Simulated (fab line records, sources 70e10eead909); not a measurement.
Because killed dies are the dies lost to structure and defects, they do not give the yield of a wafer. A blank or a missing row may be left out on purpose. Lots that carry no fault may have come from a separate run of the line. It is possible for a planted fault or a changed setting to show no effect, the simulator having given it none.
8D (eight disciplines) problem report, filled in by code :: flow nand-harc :: the parts of the form that need people (team, actions taken, sign-off) are left out

1. PROBLEM STATEMENT
killed-at-array at NHARC_END_SORT_01 reads a mean of 673 on 4 wafers of 3 lots; wafers without a fault read 26 with a standard deviation of 9.9. That is +65 standard deviations from the usual mean.
Seen first at day 22 11:18 on prober-01, wafer L348.5. The record holds 12 wafers of 4 lots with a number at this step. Rule for "out" (also "out of limits"): further than 4 standard deviations from the usual mean. The rest of the wafers with a number are treated as sound.

2. WHAT IT IS, WHAT IT ISN'T
question: which readings at this step
is: killed-at-array, killed-dies
is not: killed-at-other, killed-at-periphery, killed-open

question: which lots
is: L348, L349, L352
is not: L341

question: which wafers of those lots
is: L348.5, L349.2, L349.5, L352.6
is not: L348.1, L348.4, L349.4, L352.1, L352.4

question: read on which gauges
is: prober-01, prober-02
is not: -

question: when
is: from day 22 11:18
is not: up to then (5 sound wafers); but 3 sound wafers of L349, L352 came after

3. SUSPECTS, AND WHAT RULES EACH OUT
Counting: if a tool at a process step up to the reading ran every lot that is out, it stays a suspect. Sound lots after the first of them don't rule it out here, since some wafers of a struck lot are sound.
- the gauge at NHARC_END_SORT_01: ruled out. The wafers that are out were read on 2 gauges (prober-01, prober-02).
- rie-diel-08 at NHARC_A_STAIRCASE_DESCUM_11 (chemistry O2, time 3 s): kept. It processed each lot that is out (first: L348, day 14 03:12); up to then, its last sound lot is L341 (day 12 08:15).
- rie-diel-08 at NHARC_A_STAIRCASE_TRIM_12 (chemistry O2, time 211.2 s): kept. It processed each lot that is out (first: L348, day 14 03:25); up to then, its last sound lot is L341 (day 12 08:19).
- rie-diel-08 at NHARC_A_STAIRCASE_ETCH_15 (etches the open film in C4F8/O2, target depth 100 nm, time 40.5 s): kept. It processed each lot that is out (first: L348, day 14 03:49); up to then, its last sound lot is L341 (day 12 08:43). Out on those wafers are its own readings of run-length-s.
- rie-diel-08 at NHARC_A_STAIRCASE_TRIM_16 (chemistry O2, time 211.2 s): kept. It processed each lot that is out (first: L348, day 22 08:06); up to then, its last sound lot is L341 (day 21 00:56). Because NHARC_A_STAIRCASE_TRIM_16 lacks a start for some lots, the hours and order of its lots are taken from NHARC_END_SORT_01.
Left after counting: rie-diel-08 at NHARC_A_STAIRCASE_DESCUM_11, rie-diel-08 at NHARC_A_STAIRCASE_TRIM_12, rie-diel-08 at NHARC_A_STAIRCASE_ETCH_15, rie-diel-08 at NHARC_A_STAIRCASE_TRIM_16.

4. THE CAUSE (what the simulator had put in)
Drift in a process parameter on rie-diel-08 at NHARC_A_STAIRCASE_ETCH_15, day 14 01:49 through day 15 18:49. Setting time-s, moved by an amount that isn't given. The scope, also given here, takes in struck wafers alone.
Counting leaves 4 suspects; this tool is one of them.

5. SEQUENCE OF EFFECTS, ordered by route
Each row: a reading whose mean over the struck wafers that have a number lies more than 3 standard deviations from the usual. Only readings whose record carries a usual standard deviation are examined. hours: median over the lots of the time between each lot's start at the first step of this table that gives one and its start at this step. sigmas: the change, counted in usual standard deviations.
hours: 0
step: NHARC_A_STAIRCASE_ETCH_15
reading: run-length-s
usual: 61.8 s
on struck wafers: 48.5
change: -13.3
sigmas: -35

hours: 201
step: NHARC_END_SORT_01
reading: killed-at-array
usual: 26
on struck wafers: 673
change: +647
sigmas: +65

hours: 201
step: NHARC_END_SORT_01
reading: killed-dies
usual: 29
on struck wafers: 677
change: +648
sigmas: +65
Here are the process steps it includes:
- NHARC_A_STAIRCASE_ETCH_15: etches the open film in C4F8/O2, target depth 100 nm, time 40.5 s.
Readings that are blank on the struck wafers while sound wafers have them: bias-w at NHARC_A_STAIRCASE_ETCH_15.

6. HOW IT WOULD HAVE BEEN CAUGHT EARLIER
201 hours passed between the start of the fault at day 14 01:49 and the first reading out of limits at a measuring or inspecting step in this record, taken at day 22 11:18.
The tool's own readings at NHARC_A_STAIRCASE_ETCH_15 were out on every struck wafer that the step has a row for (run-length-s): an alarm limit on them would have fired on the first of those.
By day 22 11:18 the whole set of lots that are out, 3 in number, had already begun NHARC_A_STAIRCASE_ETCH_15 on rie-diel-08. Had the tool been put on hold then, not one of them would have been saved.
